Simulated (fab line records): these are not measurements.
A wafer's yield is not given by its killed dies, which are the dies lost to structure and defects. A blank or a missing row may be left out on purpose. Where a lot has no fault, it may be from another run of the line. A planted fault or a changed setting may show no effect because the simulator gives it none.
fab line records / flow n5-finfet
record lots=4 wafers=12 last-day=17
route steps=1938 shown BEOL_M4@1099 BEOL_M5@1112 PASS1_CAP@1874 PASSIVATION@1936
lots untouched by any fault: they come from a run of this same line in which no faults occurred
start-h: the number of hours between the record's first day and the start of the first shown wafer of the lot / wait-h: how many hours have passed since the lot's step before this one / " identical to the entry in the row above / L1.1+2: several wafers, shown together as one row / - value missing, or start not given / * or withheld: withheld / < > ~ a bound
route shown NAME@n: a module of which the file shows steps, and the number in the route of the first / usual: mean/standard deviation taken from wafers without a fault / same: alike in all rows / chamber/n: place in a boat / sites: readings site by site / _std_site: standard deviation across them / _edge_site: inner sites' mean taken away from outer sites' mean / radius-mm: for every site, how far away it sits from the centre of the wafer / mask NAME#n: copy n / behind: the last tool/chamber to shape the wafer / hold: reason for holding the lot/hours on hold/outcome of the hold / device: the transistor (n, p or np) that didn't switch / end of line: the same wafers' tests at the end of the route / step lacking rows: just its recipe / killed: not the wafer's yield, but the dies lost to structure and defects at the first sort / map: a wafer's dies, x killed, . not, _ none there
set.NAME: setting as actually run; set.NAME@STEP: the setting as run at that earlier step / model.NAME: the simulator's own value behind a step, which no gauge read
lots seen at some steps along the route; tables by step, rows by wafer
services: when a tool's chamber went out of use (start-h, in hours from the record's first day, below 0 if earlier), for how many hours, and the reason
## steps
# step N5_BEOL_M4_ANNEAL_95
# recipe temp-c=400 time-s=240 ambient=vacuum
# step N5_BEOL_M4_SPUTTER_96
# recipe material=Cu target-thk-a=45 temp-c=-20 chamber-pressure-pa=0.07 power-w=withheld time-s=8.29
# step N5_BEOL_M4_ECD_50
# recipe material=Cu target-thk-a=3000
# step N5_BEOL_M4_ANNEAL_51
# recipe temp-c=225 time-s=90 ambient=N2
# step N5_BEOL_M4_CMP_52
# recipe stop-on=SiOC t-overpolish-s=6.8 down-force-psi=1 platen-rpm=50 clearing-platen-down-force-psi=1.5 clearing-platen-rpm=50 post-cmp-clean=cu-alkaline target-thk-nm=40 clearing-platen-pad-velocity-m-s=0.99484 pad-velocity-m-s=0.99484
# step N5_BEOL_M4_PRE_CLEAN_60
# recipe gas=NH3/H2 time-s=15 temp-c=* rf-power-w=300
# step N5_BEOL_M4_CO_CAP_55
# recipe material=Co target-thk-a=20 temp-c=200 precursor=CCTBA/H2 pressure-torr=30 time-s=102.1
# step N5_BEOL_M4_PRE_CLEAN_56
# recipe gas=NH3 time-s=15 temp-c=withheld rf-power-w=300
# step N5_BEOL_M4_DEP_57
# recipe material=SiCN target-thk-a=80 temp-c=withheld precursor=3MS/NH3 pressure-torr=3 rf-w=202 time-s=14
# step N5_BEOL_M4_RC_MEAS_101
# usual DIBL_N=35.7/1.5 DIBL_P=35.7/2 IOFF_N=0.155/0.026 IOFF_P=0.20/0.031 ION_N=675/11 ION_P=462/7.1 SS_N=71.3/0.57 SS_P=73.1/0.56 VT_N=250/3 VT_P=-251/3
lot.wafer=L193.2 tool=prober-02 chamber=0 start-h=176.03 wait-h=0.2 DIBL_N[mV/V]=33.2 DIBL_P[mV/V]=32.0 IOFF_N[nA/um]=0.120 IOFF_P[nA/um]=0.15 ION_N[uA/um]=678 ION_P[uA/um]=471 SS_N[mV/dec]=70.4 SS_P[mV/dec]=72.1 VT_N[mV]=253 VT_P[mV]=-254
lot.wafer=L193.4 tool=prober-02 chamber=0 start-h=176.03 wait-h=0.2 DIBL_N[mV/V]=35.7 DIBL_P[mV/V]=35.7 IOFF_N[nA/um]=0.157 IOFF_P[nA/um]=0.21 ION_N[uA/um]=682 ION_P[uA/um]=466 SS_N[mV/dec]=71.2 SS_P[mV/dec]=73.1 VT_N[mV]=248 VT_P[mV]=-250
lot.wafer=L193.5 tool=prober-02 chamber=0 start-h=176.03 wait-h=0.2 DIBL_N[mV/V]=37.4 DIBL_P[mV/V]=36.9 IOFF_N[nA/um]=0.186 IOFF_P[nA/um]=0.23 ION_N[uA/um]=676 ION_P[uA/um]=468 SS_N[mV/dec]=71.4 SS_P[mV/dec]=73.7 VT_N[mV]=246 VT_P[mV]=-249
lot.wafer=L196.2 tool=prober-01 chamber=0 start-h=195.33 wait-h=0.2 DIBL_N[mV/V]=37.9 DIBL_P[mV/V]=37.7 IOFF_N[nA/um]=0.196 IOFF_P[nA/um]=0.27 ION_N[uA/um]=697 ION_P[uA/um]=470 SS_N[mV/dec]=72.5 SS_P[mV/dec]=73.8 VT_N[mV]=247 VT_P[mV]=-247
lot.wafer=L196.4 tool=prober-01 chamber=0 start-h=195.33 wait-h=0.2 DIBL_N[mV/V]=36.5 DIBL_P[mV/V]=35.2 IOFF_N[nA/um]=0.153 IOFF_P[nA/um]=0.23 ION_N[uA/um]=669 ION_P[uA/um]=464 SS_N[mV/dec]=72.6 SS_P[mV/dec]=73.1 VT_N[mV]=251 VT_P[mV]=-247
lot.wafer=L196.5 tool=prober-01 chamber=0 start-h=195.33 wait-h=0.2 DIBL_N[mV/V]=33.7 DIBL_P[mV/V]=32.2 IOFF_N[nA/um]=0.122 IOFF_P[nA/um]=0.18 ION_N[uA/um]=665 ION_P[uA/um]=457 SS_N[mV/dec]=70.8 SS_P[mV/dec]=72.2 VT_N[mV]=251 VT_P[mV]=-252
lot.wafer=L202.2 tool=prober-01 chamber=0 start-h=224.79 wait-h=0.2 DIBL_N[mV/V]=35.0 DIBL_P[mV/V]=34.1 IOFF_N[nA/um]=0.126 IOFF_P[nA/um]=0.16 ION_N[uA/um]=673 ION_P[uA/um]=459 SS_N[mV/dec]=70.8 SS_P[mV/dec]=72.6 VT_N[mV]=252 VT_P[mV]=-257
lot.wafer=L202.3 tool=prober-01 chamber=0 start-h=224.79 wait-h=0.2 DIBL_N[mV/V]=36.4 DIBL_P[mV/V]=34.8 IOFF_N[nA/um]=0.162 IOFF_P[nA/um]=0.18 ION_N[uA/um]=666 ION_P[uA/um]=448 SS_N[mV/dec]=71.4 SS_P[mV/dec]=73.7 VT_N[mV]=251 VT_P[mV]=-254
lot.wafer=L202.4 tool=prober-01 chamber=0 start-h=224.79 wait-h=0.2 DIBL_N[mV/V]=36.8 DIBL_P[mV/V]=35.1 IOFF_N[nA/um]=0.168 IOFF_P[nA/um]=0.18 ION_N[uA/um]=688 ION_P[uA/um]=460 SS_N[mV/dec]=71.4 SS_P[mV/dec]=72.8 VT_N[mV]=249 VT_P[mV]=-255
lot.wafer=L213.2 tool=prober-01 chamber=0 start-h=305.52 wait-h=0.2 DIBL_N[mV/V]=32.7 DIBL_P[mV/V]=33.4 IOFF_N[nA/um]=0.113 IOFF_P[nA/um]=0.16 ION_N[uA/um]=666 ION_P[uA/um]=452 SS_N[mV/dec]=70.4 SS_P[mV/dec]=72.4 VT_N[mV]=254 VT_P[mV]=-254
lot.wafer=L213.3 tool=prober-01 chamber=0 start-h=305.52 wait-h=0.2 DIBL_N[mV/V]=34.7 DIBL_P[mV/V]=35.0 IOFF_N[nA/um]=0.136 IOFF_P[nA/um]=0.18 ION_N[uA/um]=669 ION_P[uA/um]=454 SS_N[mV/dec]=71.8 SS_P[mV/dec]=72.3 VT_N[mV]=251 VT_P[mV]=-252
lot.wafer=L213.4 tool=prober-01 chamber=0 start-h=305.52 wait-h=0.2 DIBL_N[mV/V]=34.4 DIBL_P[mV/V]=34.9 IOFF_N[nA/um]=0.138 IOFF_P[nA/um]=0.17 ION_N[uA/um]=670 ION_P[uA/um]=448 SS_N[mV/dec]=70.7 SS_P[mV/dec]=72.6 VT_N[mV]=251 VT_P[mV]=-254
# step N5_BEOL_M5_ILD_DEP_00
# recipe material=SiCOH_lowk target-thk-a=1406.4 temp-c=300 precursor=DEMS/porogen pressure-torr=5 rf-w=500 time-s=25.9
# step N5_BEOL_M5_CURE_79
# recipe temp-c=385 time-s=240 ambient=He/Ar material=SiCOH_lowk
# step N5_BEOL_M5_PECVD_70
# recipe material=SiO2 target-thk-a=160 temp-c=400 precursor=TEOS/O2 pressure-torr=5.5 rf-w=450 teos-flow-sccm=53.8 gas=O2 flow-sccm=3000 time-s=18
# step N5_BEOL_M5_HM_DEP_02
# recipe material=TiN target-thk-a=200 temp-c=25 chamber-pressure-pa=0.49996
# step N5_BEOL_M5_COAT_59
# recipe resist=SOC temp-c=250 time-s=60 spin-rpm=1500 resist-thk-nm=60
# step N5_BEOL_M5_COAT_60
# recipe resist=SiARC temp-c=220 time-s=60 spin-rpm=1500 resist-thk-nm=12
# step N5_BEOL_M5_COAT_71
# recipe resist=underlayer temp-c=205 time-s=60 spin-rpm=1500 resist-thk-nm=5
# step N5_BEOL_M5_COAT_05
# recipe resist=CAR-EUV spin-rpm=1500 resist-thk-nm=30
# step N5_BEOL_M5_EBR_07
# recipe solvent=PGMEA ebr-width-mm=1.5
# step N5_BEOL_M5_SOFTBAKE_06
# recipe temp-c=110 time-s=60 resist=CAR-EUV
# step N5_BEOL_M5_EXPOSE_08
# recipe mask-id=M5 na=0.33 source-shape=annular sigma-inner=0.4 sigma-outer=0.8 polarization=unpolarized target-cd-nm=28 dose-mj=35.75
# step N5_BEOL_M5_PEB_09
# recipe peb-temp-c=100 peb-time-s=60 resist=CAR-EUV
# step N5_BEOL_M5_DEVELOP_10
# recipe develop-time-s=30 developer=TMAH resist=CAR-EUV rinse-liquid=surfactant-rinse dry=air-spin dev-temp-c=23
# step N5_BEOL_M5_DESCUM_16
# recipe chemistry=O2 time-s=7 source-power-w=50 bias-power-w=20 pressure-mtorr=20 rf-frequency-hz=2.712e+07 temp-c=40 resist=CAR-EUV o2-flow-sccm=225
# step N5_BEOL_M5_ETCH_72
# recipe chemistry=N2/H2 target=underlayer target-depth-a=65 mask-material=CAR-EUV time-s=5.2 ion-energy-ev=200 pressure-mtorr=30 source-w=840 bias-w=150 n2-flow-sccm=200 h2-flow-sccm=200 ends=cleared
# step N5_BEOL_M5_ETCH_61
# recipe chemistry=CF4 target=SiARC target-depth-a=156 mask-material=CAR-EUV time-s=26 ion-energy-ev=80 pressure-mtorr=40 source-w=545 bias-w=36 Ar_flow_sccm=100 cf4-flow-sccm=100 ends=cleared
# step N5_BEOL_M5_ETCH_62
# recipe chemistry=N2/H2 target=SOC target-depth-a=750 overetch-a=150 mask-material=SiARC temp-c=40 time-s=112.5 ion-energy-ev=200 pressure-mtorr=30 source-w=840 bias-w=150 n2-flow-sccm=200 h2-flow-sccm=200
# step N5_BEOL_M5_STRIP_63
# recipe chemistry=N2/H2 temp-c=40 n2-flow-sccm=200 h2-flow-sccm=200 rf-frequency-hz=6e+07
# step N5_BEOL_M5_STRIP_73
# recipe chemistry=N2/H2 temp-c=40 n2-flow-sccm=200 h2-flow-sccm=200 rf-frequency-hz=6e+07
# step N5_BEOL_M5_STRIP_64
# recipe chemistry=CF4 resist=SiARC power-w=300 bias-power-w=75 pressure-mtorr=50 cf4-flow-sccm=150 rf-frequency-hz=6e+07
# step N5_BEOL_M5_HM_OPEN_17
# recipe chemistry=Cl2/BCl3 target-depth-a=200 overetch-a=60 target=TiN mask-material=SOC ion-energy-ev=150 pressure-mtorr=10 icp-w=1000 bias-w=126 Cl2_flow_sccm=53.25 bcl3-flow-sccm=21.75 Ar_flow_sccm=25
# step N5_BEOL_M5_STRIP_19
# recipe chemistry=O2 power-w=400 temp-c=40 pressure-mtorr=30 rf-frequency-hz=6e+07 bias-power-w=0 overash-fraction=0.2 o2-flow-sccm=225
# step N5_BEOL_M5_COAT_65
# recipe resist=SOC temp-c=250 time-s=60 spin-rpm=1500 resist-thk-nm=60
# step N5_BEOL_M5_COAT_66
# recipe resist=SiARC temp-c=220 time-s=60 spin-rpm=1500 resist-thk-nm=12
# step N5_PASSIVATION_PECVD_01
# recipe material=SiNx target-thk-a=2000 temp-c=400 precursor=SiH4/NH3/N2 pressure-torr=4.9 rf-w=1406 time-s=43.2
# usual heater-power-w=357/120 showerhead-plenum-p-Torr=8.65/0.068 throttle-valve-pct=29.7/2.1
lot.wafer=L193.2 tool=pecvd-04 chamber=2 start-h=279.88 wait-h=0.0 heater-power-w=379 showerhead-plenum-p-Torr=8.65 throttle-valve-pct=26.6 model.SiNx_of_PASSIVATION_PECVD_01.thk-nm=198.6
lot.wafer=L193.4 tool=pecvd-04 chamber=2 start-h=279.88 wait-h=0.0 heater-power-w=241 showerhead-plenum-p-Torr=8.64 throttle-valve-pct=27.1 model.SiNx_of_PASSIVATION_PECVD_01.thk-nm=200.4
lot.wafer=L193.5 tool=pecvd-04 chamber=1 start-h=279.88 wait-h=0.0 heater-power-w=446 showerhead-plenum-p-Torr=8.63 throttle-valve-pct=28.6 model.SiNx_of_PASSIVATION_PECVD_01.thk-nm=204.6
lot.wafer=L196.2 tool=pecvd-04 chamber=0 start-h=299.41 wait-h=0.0 heater-power-w=392 showerhead-plenum-p-Torr=8.65 throttle-valve-pct=30.3 model.SiNx_of_PASSIVATION_PECVD_01.thk-nm=213.2
lot.wafer=L196.4 tool=pecvd-04 chamber=1 start-h=299.41 wait-h=0.0 heater-power-w=447 showerhead-plenum-p-Torr=8.65 throttle-valve-pct=28.6 model.SiNx_of_PASSIVATION_PECVD_01.thk-nm=203.2
lot.wafer=L196.5 tool=pecvd-04 chamber=0 start-h=299.41 wait-h=0.0 heater-power-w=407 showerhead-plenum-p-Torr=8.67 throttle-valve-pct=30.7 model.SiNx_of_PASSIVATION_PECVD_01.thk-nm=202.2
lot.wafer=L202.2 tool=pecvd-04 chamber=0 start-h=314.88 wait-h=0.0 heater-power-w=421 showerhead-plenum-p-Torr=8.67 throttle-valve-pct=30.5 model.SiNx_of_PASSIVATION_PECVD_01.thk-nm=211.8
lot.wafer=L202.3 tool=pecvd-04 chamber=2 start-h=314.88 wait-h=0.0 heater-power-w=380 showerhead-plenum-p-Torr=8.64 throttle-valve-pct=26.9 model.SiNx_of_PASSIVATION_PECVD_01.thk-nm=195
lot.wafer=L202.4 tool=pecvd-04 chamber=1 start-h=314.88 wait-h=0.0 heater-power-w=450 showerhead-plenum-p-Torr=8.64 throttle-valve-pct=28.3 model.SiNx_of_PASSIVATION_PECVD_01.thk-nm=199.8
lot.wafer=L213.2 tool=pecvd-01 chamber=1 start-h=403.83 wait-h=0.0 heater-power-w=425 showerhead-plenum-p-Torr=8.59 throttle-valve-pct=34.0 model.SiNx_of_PASSIVATION_PECVD_01.thk-nm=198.6
lot.wafer=L213.3 tool=pecvd-01 chamber=0 start-h=403.83 wait-h=0.0 heater-power-w=396 showerhead-plenum-p-Torr=8.61 throttle-valve-pct=28.7 model.SiNx_of_PASSIVATION_PECVD_01.thk-nm=197.4
lot.wafer=L213.4 tool=pecvd-01 chamber=2 start-h=403.83 wait-h=0.0 heater-power-w=262 showerhead-plenum-p-Torr=8.78 throttle-valve-pct=29.8 model.SiNx_of_PASSIVATION_PECVD_01.thk-nm=199
# step N5_PASSIVATION_PROBE_49
# usual defect-limited-yield=91.4/1.5 killed_at_M0_to_M3=34/10 killed_at_M4_up=15/6 killed-at-contacts=12/6 killed-at-front-end=37/11 killed-at-other=3.3/2.8 killed-dies=101/18 killed-open=66/14 killed-short=33/7.8 sort_bin_5_function=5.0/0.97 sort_bin_6_memory=3.2/0.72 sort-n-pass=1079/18 sort-yield-pct=91.4/1.5
# same gross-dies=1180 killed-at-back-side=0 sort_bin_4_leakage[%]=0 sort_bin_8_speed[%]=0
lot.wafer=L196.2 tool=prober-02 chamber=- start-h=309.59 wait-h=0.1 defect-limited-yield[%]=79.2 killed_at_M0_to_M3=41 killed_at_M4_up=13 killed-at-contacts=12 killed-at-front-end=49 killed-at-other=131 killed-dies=246 killed-open=80 killed-short=37 sort_bin_5_function[%]=16.6 sort_bin_6_memory[%]=4.2 sort-n-pass=934 sort-yield-pct[%]=79.2
lot.wafer=L196.4 tool=prober-02 chamber=- start-h=309.69 wait-h=0.2 defect-limited-yield[%]=89.8 killed_at_M0_to_M3=45 killed_at_M4_up=11 killed-at-contacts=23 killed-at-front-end=38 killed-at-other=3 killed-dies=120 killed-open=84 killed-short=35 sort_bin_5_function[%]=6.2 sort_bin_6_memory[%]=3.6 sort-n-pass=1060 sort-yield-pct[%]=89.8
lot.wafer=L196.5 tool=prober-02 chamber=- start-h=309.74 wait-h=0.2 defect-limited-yield[%]=91.9 killed_at_M0_to_M3=41 killed_at_M4_up=16 killed-at-contacts=10 killed-at-front-end=24 killed-at-other=4 killed-dies=95 killed-open=60 killed-short=34 sort_bin_5_function[%]=4.2 sort_bin_6_memory[%]=3.5 sort-n-pass=1085 sort-yield-pct[%]=91.9
lot.wafer=L202.2 tool=prober-02 chamber=- start-h=323.84 wait-h=0.1 defect-limited-yield[%]=78.8 killed_at_M0_to_M3=36 killed_at_M4_up=20 killed-at-contacts=3 killed-at-front-end=26 killed-at-other=165 killed-dies=250 killed-open=54 killed-short=33 sort_bin_5_function[%]=18.1 sort_bin_6_memory[%]=3.0 sort-n-pass=930 sort-yield-pct[%]=78.8
# killed by level:class
L196.2 PASS1_CAP:area-pecvd=128 STI_FIN_REVEAL:geometric-particle:open=17 MOL_CONTACT_COAG:geometric-particle:open=10 BEOL_M2:geometric-particle:open=9 BEOL_M0_SAQP:geometric-particle:short=8 BEOL_M3:geometric-particle:open=8 BEOL_M4:geometric-particle:open=8 STI_FIN_REVEAL:geometric-particle:short=7
L196.4 MOL_CONTACT_COAG:geometric-particle:open=19 BEOL_M2:geometric-particle:open=13 STI_FIN_REVEAL:geometric-particle:open=8 BEOL_M1:geometric-particle:open=8 BEOL_M0_SAQP:geometric-particle:open=7 GATE_CUT:geometric-particle:short=6 FIN_SAQP:geometric-particle:open=5 BEOL_M0_SAQP:geometric-particle:short=5
L196.5 BEOL_M0_SAQP:geometric-particle:open=11 MOL_CONTACT_COAG:geometric-particle:open=8 BEOL_M3:geometric-particle:open=7 GATE_CUT:geometric-particle:short=6 BEOL_M4:geometric-particle:open=6 BEOL_M0_SAQP:geometric-particle:short=5 BEOL_M1:geometric-particle:open=5 BEOL_M2:geometric-particle:short=5
L202.2 PASS1_CAP:area-pecvd=162 FIN_SAQP:geometric-particle:short=9 BEOL_M0_SAQP:geometric-particle:short=8 BEOL_M4:geometric-particle:open=7 BEOL_M1:geometric-particle:open=7 BEOL_M0_SAQP:geometric-particle:open=6 STI_FIN_REVEAL:geometric-particle:open=5 BEOL_M3:geometric-particle:open=5
# map L196.2 (x killed, . not)
_________________............________________
______________..x..............x_____________
___________......................x.__________
__________....x.....x.x............._________
________...xx...........x............._______
_______.............x.........xx......x______
______......x.....x...............xx...._____
_____x...xx.......x...................x.x____
____....x.............x....x..............___
___.........xx.....xx.x.x...x.x.x..........__
___...x.........x.....xxxx.x.x.............__
__.x.........xxx......xx.x.x.x.............._
__......x..x..xxxx.x....xx.x...x...x.....x.._
_..x...x...xx..xx.xxxxx..xx..........x.....x.
_x.......x.....x..xxx..xxxxxxxx..x.....x.....
_...x......x.x.x.x.xxxxxxxxxxx...............
_............xxx.xxxx.xx...xx...x.x..........
_..........x..x.xxxx..xxx.xx.xxxxx...........
_....xx...x...xx.xxxxx.xxxxxxx.x.............
_..........xx...xxxx..xx.x..xxx....x.........
_x..x..x...x.x..x.xx...xxxx..xx..............
__......xx.x...x.x.xx...x.x.xx..x..........._
__...x.......x..xx.xx.xx.........x.........._
___..........xx..x.xx.....x....x.x....x....__
___x...x............x......xx.........x...x__
____.........x.......x......x.....x..x...x___
_____.......x............x.......x.......____
______...........x.........x............_____
_______.....x..........................______
________............x................x_______
__________.x....x......x............_________
___________.........x...........x..__________
______________.........x.x......_____________
_________________.x.x........________________
# map L202.2 (x killed, . not)
_________________......x.....________________
______________.................._____________
___________..........x.x...........__________
__________.....................x...._________
________..........x..................._______
_______.......x...................x....______
______.................................._____
_____.....x...........x..x.............x.____
____........xx...x...x..xx................___
___x..............xx...x...................__
___...........x...x..x.xx.x..xx............__
__..................x.xxx.x.x.xx............_
__..........xx.......xx..xx.xx.x..x...x....._
_.x...........xx.xxxx.xxxx..xx..............x
_......x....x....xxxx..xxxx.xx...x.x...xx....
_...x..x.....xx.xxx.xx.xxx.xxx..x.....x.....x
_.x........x....xx..xxxxx.xxxxxxxx.x....x....
_..............xxx.xxxxxxxxxxxxxx....x.x.....
_............xx.xxx..xxxxx.xxx..xx...........
_...x.........xx.x.xxx.x.xxxx.x.........x....
_......x.xxx..x..xx.xxx....xx.x.x....x.......
__......x....x.x..x.x.xxxxx..x.x.x........x._
__...x...x.x...x...x.x..x.xxxxx.x..........._
___x.....x.....xxxx.x.x.....x.x....x......x__
___........x..x...x..x.xx......x...........__
____....x..xxx.......x....xxx.......x.....___
_____........xxx..xx.x..xx..xx...........____
______............x.................x..._____
_______.................x..............______
________....x........................._______
__________.....x...................._________
___________......................x.__________
______________.................._____________
_________________..........x.________________
## services
tool=pecvd-04 chamber=2 start-h=289.93 hours=9.3 kind=repair
tool=pecvd-01 chamber=2 start-h=336.51 hours=5.5 kind=scheduled-down
tool=pecvd-04 chamber=0 start-h=337.05 hours=16.5 kind=scheduled-down
tool=pecvd-01 chamber=2 start-h=352.90 hours=6.9 kind=repair
tool=pecvd-04 chamber=1 start-h=354.65 hours=5.5 kind=scheduled-down
tool=pecvd-04 chamber=0 start-h=364.12 hours=5.5 kind=scheduled-down
tool=pecvd-04 chamber=2 start-h=378.94 hours=4.4 kind=repair
tool=pecvd-04 chamber=1 start-h=383.62 hours=- kind=clean
tool=pecvd-04 chamber=1 start-h=383.62 hours=- kind=consumable-replace:showerhead
tool=pecvd-04 chamber=1 start-h=383.62 hours=29.0 kind=scheduled-down
tool=pecvd-04 chamber=1 start-h=383.62 hours=29.0 kind=vent-cycle
## key
first-sign step=N5_PASSIVATION_PROBE_49 reading=killed-at-other direction=up sigmas=52 usual=3.3 struck=148
effect step=N5_PASSIVATION_PROBE_49 reading=sort_bin_5_function direction=up sigmas=13 usual=5.0 struck=17.3
model-effect step=N5_PASSIVATION_PECVD_01 value=SiNx_of_PASSIVATION_PECVD_01.thk-nm without=199.2 struck=212.5
more-kills-born-at N5_PASSIVATION_PECVD_01@pecvd-04=290
met-at N5_PASSIVATION_PECVD_01
struck-wafers L196.2,L202.2
onset-between 279.88 299.41
fault kind=process-parameter-drift tool=pecvd-04 chamber=- onset-h=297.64 steps=N5_PASSIVATION_PECVD_01 channel=time-s offset=* shape=step end-h=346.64 scope=struck-wafers-only acts-in=* stated=*
